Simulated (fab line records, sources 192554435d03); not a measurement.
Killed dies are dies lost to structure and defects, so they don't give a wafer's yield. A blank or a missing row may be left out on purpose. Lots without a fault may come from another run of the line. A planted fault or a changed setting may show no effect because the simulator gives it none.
Chamber matching | flow n5_finfet | N5_BEOL_M1_ALD_98 on ald_sin-04: 4 sister chambers
The step deposits SiO2, target thk 2.5 nm, pulse time 1 s, co reactant pulse time 1 s. 22 wafers are shown with their chamber, then 11 later ones without.

WAFERS WITH THEIR CHAMBER
wafer  | chamber | heater_power_w (W) | precursor_pulse_height_rel
L077.2 | 0       | 72                 | 0.987
L077.3 | 1       | 78                 | 1.010
L077.5 | 2       | 71                 | 1.022
L078.1 | 1       | 80                 | 1.021
L078.2 | 2       | 72                 | 1.020
L078.6 | 2       | 72                 | 0.962
L079.1 | 2       | 73                 | 1.023
L079.2 | 0       | 74                 | 0.994
L079.5 | 2       | 73                 | 1.031
L080.2 | 1       | 76                 | 0.994
L080.3 | 2       | 73                 | 0.989
L080.5 | 2       | 73                 | 1.009
L083.4 | 1       | 79                 | 0.992
L083.5 | 1       | 78                 | 1.027
L083.6 | 2       | 72                 | 0.992
L085.4 | 2       | 72                 | 1.018
L085.5 | 0       | 76                 | 0.976
L085.6 | 1       | 77                 | 1.005
L087.2 | 1       | 79                 | 0.995
L087.3 | 0       | 75                 | 0.992
L087.6 | 3       | 84                 | 1.008
L088.1 | 0       | 74                 | 1.048

SIGNATURES (means of the wafers above)
reading                    | chamber 0 | chamber 1 | chamber 2 | chamber 3 | scatter within a chamber
heater_power_w             | 74.20     | 78.14     | 72.33     | 84.00     | 1.15
precursor_pulse_height_rel | 0.99940   | 1.00629   | 1.00733   | 1.00800   | 0.0214
Rule: a wafer's distance from a chamber is the root of the sum, over the readings, of the square of ((its reading less the chamber's mean) divided by the reading's scatter). The wafer belongs to the nearest chamber; if the next one is less than 2 further off, it can't be placed. The scatter: the root of (the sum of the squares of (reading less its chamber's mean) over the shown wafers, divided by (wafers less chambers)).

WAFERS WITHOUT THEIR CHAMBER
wafer  | heater_power_w (W) | precursor_pulse_height_rel
L088.3 | 85                 | 1.006
L088.4 | 73                 | 1.012
L093.1 | 76                 | 1.002
L093.2 | 79                 | 1.026
L093.6 | 75                 | 1.000
L094.2 | 77                 | 1.003
L094.3 | 76                 | 0.977
L094.6 | 78                 | 1.046
L097.1 | 77                 | 0.999
L097.2 | 84                 | 0.994
L097.4 | 73                 | 1.016

WHICH CHAMBER EACH WENT THROUGH
wafer  | from the rows above          | in truth
L088.3 | 3                            | 3
L088.4 | can't be placed: 2 or 0      | 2
L093.1 | can't be placed: 0 or 1 or 2 | 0
L093.2 | 1                            | 1
L093.6 | can't be placed: 0 or 2      | 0
L094.2 | can't be placed: 1 or 0      | 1
L094.3 | can't be placed: 0 or 1 or 2 | 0
L094.6 | 1                            | 1
L097.1 | can't be placed: 1 or 0      | 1
L097.2 | 3                            | 3
L097.4 | can't be placed: 2 or 0      | 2
Placed correctly: 4 of 11. Can't be placed from these rows: 7 (the true chamber is among the candidates in 7). Placed wrongly: 0.
